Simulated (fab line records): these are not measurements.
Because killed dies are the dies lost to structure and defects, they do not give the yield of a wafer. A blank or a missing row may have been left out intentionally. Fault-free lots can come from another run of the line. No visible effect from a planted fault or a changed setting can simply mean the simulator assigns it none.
Which of the tools did it? | flow n5 finfet | at 1 step of a route of 1938, 12 lots with 36 wafers sampled

== WHAT THE GAUGES SHOWED, per wafer ==
N5_BEOL_M0_SAQP_CD_MEAS_29: target cd 14.4 nm.
lot  | measured     | on        | cd nm (nm)
L075 | day 5 22:09  | cd sem-03 | 14.81 15.26 15.39
L077 | day 6 12:05  | cd sem-03 | 15.61 14.90 15.49
L079 | day 7 02:04  | cd sem-03 | 14.86 15.23 15.06
L081 | day 7 14:19  | cd sem-02 | 15.30 15.28 14.90
L083 | day 7 23:09  | cd sem-03 | 15.12 14.84 14.78
L085 | day 8 12:58  | cd sem-02 | 14.89 15.22 14.99
L087 | day 9 02:08  | cd sem-01 | 14.93 14.89 15.17
L089 | day 9 14:46  | cd sem-02 | 14.84 14.73 14.73
L091 | day 9 23:37  | cd sem-01 | 15.23 14.79 14.84
L093 | day 10 09:05 | cd sem-01 | 14.97 15.28 14.75
L095 | day 10 23:17 | cd sem-02 | 15.42 15.52 15.28
L097 | day 11 06:33 | cd sem-02 | 14.37 14.95 14.84

== WHICH TOOL RAN EACH LOT (tool, then ch and the chambers of the sampled wafers, then the start) ==
Before these readings, the record contains no process step.

== THE ANSWER, worked out from the rows above alone ==
Rule: the usual values come from the lots themselves. The widest of any qualifying gaps counts: lots, ordered by their means at a reading, are off when they make up no more than a third of the lots, leave a main group of 4 or more, and stand apart from it by 3 or more times the standard deviation of that group's means. The tables above print the reading to a certain number of digits; a main group whose means all agree to those digits is not used. Also off: a lot with no number at a reading for which 4 or more lots have one. All remaining lots with rows at the step are treated as sound.
Across all readings shown, no lot is off: no conclusion can be drawn from this.

== WHAT THE SIMULATOR HAD PUT IN ==
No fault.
